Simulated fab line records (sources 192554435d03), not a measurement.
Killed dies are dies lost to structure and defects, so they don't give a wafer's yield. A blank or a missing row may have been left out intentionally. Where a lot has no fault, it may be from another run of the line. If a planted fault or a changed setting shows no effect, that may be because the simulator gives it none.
One fault through the eyes of 2 desks    flow n5_finfet    every desk sees just its own numbers, and what lay behind them comes last

FOR THE TOOL OWNER'S DESK: ald_metal-03
The tool's own readings at N5_HKMG_FIN_ALD_71 (deposits TiN, target thk 1 nm, pulse time 1 s, purge time 3 s): means of the sampled wafers that have a number, for each lot that ran on this tool. A lot is out of limits, marked OUT, if its mean lies more than 4 standard deviations from the usual mean; the brackets give that distance.
Columns: A = heater_power_w at N5_HKMG_FIN_ALD_71, usual 884 W; B = precursor_pulse_height_rel at N5_HKMG_FIN_ALD_71, usual 1.003
lot   first seen here  A    B
L104  day 4 16:48      833  1.018
L107  day 5 10:23      912  0.999
L113  day 6 23:51      834  1.013
L118  day 8 04:08      872  0.989
This desk's verdict: no lot among the 4 shows anything out of limits.

THE METROLOGY DESK
What the gauges read for every lot (on any tool): the sampled wafers with a number, averaged. A lot is out of limits, marked OUT, if its mean lies more than 4 standard deviations from the usual mean; the brackets give that distance.
Columns: A = cd_nm at N5_PASSIVATION_CD_MEAS_44, usual 39997 nm
lot   first seen here  A
L102  day 12 05:28     40000
L104  day 12 09:06     39990
L105  day 13 01:31     39996
L106  day 13 06:08     39989
L107  day 14 08:51     39998
L111  day 14 16:43     39996
L113  day 15 08:47     39996
L118  day 16 02:05     40007
L120  day 16 23:59     39998
L121  day 17 04:58     39992
L122  day 17 16:46     40000
L124  day 18 10:14     40006
This desk's verdict: no lot among the 12 shows anything out of limits.

ALL TOGETHER
The tool owner's desk saw nothing out of limits.
Nothing out of limits was seen by the metrology desk.

WHAT THE SIMULATOR HAD PUT IN
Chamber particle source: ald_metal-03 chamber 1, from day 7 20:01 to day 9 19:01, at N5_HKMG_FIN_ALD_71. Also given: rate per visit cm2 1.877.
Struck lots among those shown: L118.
